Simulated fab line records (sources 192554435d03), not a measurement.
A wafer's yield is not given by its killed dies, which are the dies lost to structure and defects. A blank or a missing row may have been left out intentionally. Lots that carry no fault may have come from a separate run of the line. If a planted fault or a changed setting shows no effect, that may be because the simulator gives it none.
Which of the tools did it?    flow n5 finfet    36 wafers from 12 lots sampled at 2 of the route's 1938 steps

## WHAT THE GAUGES SHOWED, per wafer
N5_BEOL_M10_CD_MEAS_18: pitch 140 nm, target cd 70 nm.
lot   measured      on         cd nm (nm)
L075  day 10 22:34  cd sem-01  69.4 70.2 70.3
L077  day 11 14:16  cd sem-02  69.6 69.7 69.6
L081  day 12 03:26  cd sem-01  68.5 69.0 68.9
L080  day 12 17:37  cd sem-03  68.7 69.9 69.1
L084  day 12 20:58  cd sem-02  69.4 67.9 71.0
L086  day 13 09:35  cd sem-02  68.2 68.4 68.3
L090  day 13 22:35  cd sem-03  69.6 70.1 69.9
L088  day 14 09:21  cd sem-03  71.2 70.5 70.7
L092  day 15 03:53  cd sem-03  70.6 69.6 69.9
L093  day 15 05:22  cd sem-02  69.8 70.4 70.6
L095  day 16 07:08  cd sem-01  69.0 69.3 70.5
L096  day 16 09:46  cd sem-03  69.9 70.2 69.5

## TOOL THAT RAN EACH LOT (tool first, then ch and the chambers of the sampled wafers, then the start)
lot   N5_BEOL_M10_ETCH_61
L075  rie diel-01 ch 0,2, day 10 22:08
L077  rie diel-02 ch 0,1, day 11 13:50
L081  rie diel-01 ch 0,1,3, day 12 03:01
L080  rie diel-01 ch 0,2,3, day 12 17:08
L084  rie diel-01 ch 1,2,3, day 12 20:32
L086  rie diel-02 ch 0,3, day 13 09:07
L090  rie diel-01 ch 0,1, day 13 22:10
L088  rie diel-02 ch 1,2, day 14 08:49
L092  rie diel-01 ch 0,1,3, day 15 03:27
L093  rie diel-02 ch 1,2,3, day 15 04:50
L095  rie diel-01 ch 0,1,3, day 16 06:44
L096  rie diel-05 ch 0,1,2, day 16 09:17
- N5_BEOL_M10_ETCH_61: etches SiARC in CF4, target depth 39 nm, time 65 s.

## THE ANSWER, worked out from the rows above alone
Rule: usual is defined by the lots themselves. Put in order of their means at a reading, lots are off if they are a third of the lots or fewer, leave a main group of 4 or more, and stand apart from it by a gap of 3 or more times the standard deviation of the main group's means; of several such gaps the widest counts. A main group whose means are all the same, to the digits that the tables above print for the reading, isn't used. A lot without any number at a reading at which 4 lots or more have one is off too. Where the step has rows for the other lots, those lots are counted as sound.
Across all readings shown, no lot is off: no conclusion can be drawn from this.

## WHAT HAD BEEN PUT IN BY THE SIMULATOR
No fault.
